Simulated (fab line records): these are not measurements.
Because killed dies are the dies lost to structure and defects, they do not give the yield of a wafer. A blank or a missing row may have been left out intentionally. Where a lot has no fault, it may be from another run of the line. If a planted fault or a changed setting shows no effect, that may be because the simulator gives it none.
Which tool was responsible? | flow n5_finfet | 10 lots, 30 wafers sampled, at 4 steps of a route of 1938

== WHAT EACH GAUGE READ, for each wafer ==
N5_BEOL_M9_INSPECT_58: inspects for defects (darkfield).
lot  | measured     | on                | raw_defect_count
L914 | day 10 12:43 | defect_inspect-01 | 94 52 117
L919 | day 11 00:08 | defect_inspect-01 | 52 69 47
L920 | day 11 16:45 | defect_inspect-02 | 57 47 43
L923 | day 12 15:04 | defect_inspect-01 | 54 62 85
L925 | day 13 02:13 | defect_inspect-02 | 93 49 59
L926 | day 13 18:33 | defect_inspect-01 | 105 59 95
L930 | day 13 21:40 | defect_inspect-01 | 67 113 102
L931 | day 14 15:07 | defect_inspect-01 | 1405 1477 1427
L935 | day 15 02:16 | defect_inspect-01 | 1415 1344 1427
L936 | day 15 09:36 | defect_inspect-01 | 122 85 69

== WHICH TOOL RAN EACH LOT (tool, then ch and the chambers of the sampled wafers, then the start) ==
lot  | N5_BEOL_M9_SPUTTER_48        | N5_BEOL_M9_CMP_52             | N5_BEOL_M9_PRE_CLEAN_55
L914 | pvd_sputter-03, day 10 11:43 | cmp-01 ch 0,1, day 10 12:16   | pecvd-04 ch 0,1, day 10 12:35
L919 | pvd_sputter-02, day 10 23:07 | cmp-01 ch 2,3, day 10 23:43   | pecvd-04 ch 0,1, day 11 00:01
L920 | pvd_sputter-03, day 11 15:46 | cmp-02 ch 0,2,3, day 11 16:22 | pecvd-03 ch 1,2, day 11 16:38
L923 | pvd_sputter-02, day 12 13:57 | cmp-01 ch 0,1,3, day 12 14:35 | pecvd-02 ch 0,1, day 12 14:55
L925 | pvd_sputter-02, day 13 01:13 | cmp-03 ch 1,3, day 13 01:47   | pecvd-02 ch 1,2, day 13 02:05
L926 | pvd_sputter-03, day 13 16:07 | cmp-02 ch 0,1, day 13 16:52   | pecvd-03 ch 0,1, day 13 17:11
L930 | pvd_sputter-02, day 13 20:20 | cmp-02 ch 1,2,3, day 13 21:13 | pecvd-02 ch 1,2, day 13 21:33
L931 | pvd_sputter-02, day 14 14:08 | cmp-01 ch 1,2,3, day 14 14:42 | pecvd-02 ch 0,1,2, day 14 15:00
L935 | pvd_sputter-03, day 15 01:08 | cmp-01 ch 0,2,3, day 15 01:49 | pecvd-02 ch 0,1, day 15 02:08
L936 | pvd_sputter-01, day 15 08:24 | cmp-03 ch 1,2,3, day 15 09:13 | pecvd-04 ch 1,2, day 15 09:29
- N5_BEOL_M9_SPUTTER_48: material Cu, target thk 12 nm, time 2 s.
- N5_BEOL_M9_CMP_52: polishes, stops on SiCOH lowk, t overpolish 7 s, target thk 140 nm.
- N5_BEOL_M9_PRE_CLEAN_55: time 15 s.

== THE ANSWER, worked out from the rows above alone ==
Rule: what is usual is taken from the lots themselves. The widest of any qualifying gaps counts: lots, ordered by their means at a reading, are off when they make up no more than a third of the lots, leave a main group of 4 or more, and stand apart from it by 3 or more times the standard deviation of that group's means. If all means in a main group match to the digits the tables above print for the reading, that group is not used. A lot without any number at a reading at which 4 lots or more have one is off too. Where the step has rows for the other lots, those lots are counted as sound.
Off at N5_BEOL_M9_INSPECT_58 (raw_defect_count): L931, L935. The main group has a mean of 75 with a standard deviation of 16.
If a tool, at a process step before that reading, ran all the lots that are off and no sound lot after the first of them, it fits. Those tools and the gauges at N5_BEOL_M9_INSPECT_58 are tried in the same way. Undecided on this evidence; 2 tools fit (cmp-01 at N5_BEOL_M9_CMP_52, pecvd-02 at N5_BEOL_M9_PRE_CLEAN_55).

== WHAT THE SIMULATOR HAD PUT IN ==
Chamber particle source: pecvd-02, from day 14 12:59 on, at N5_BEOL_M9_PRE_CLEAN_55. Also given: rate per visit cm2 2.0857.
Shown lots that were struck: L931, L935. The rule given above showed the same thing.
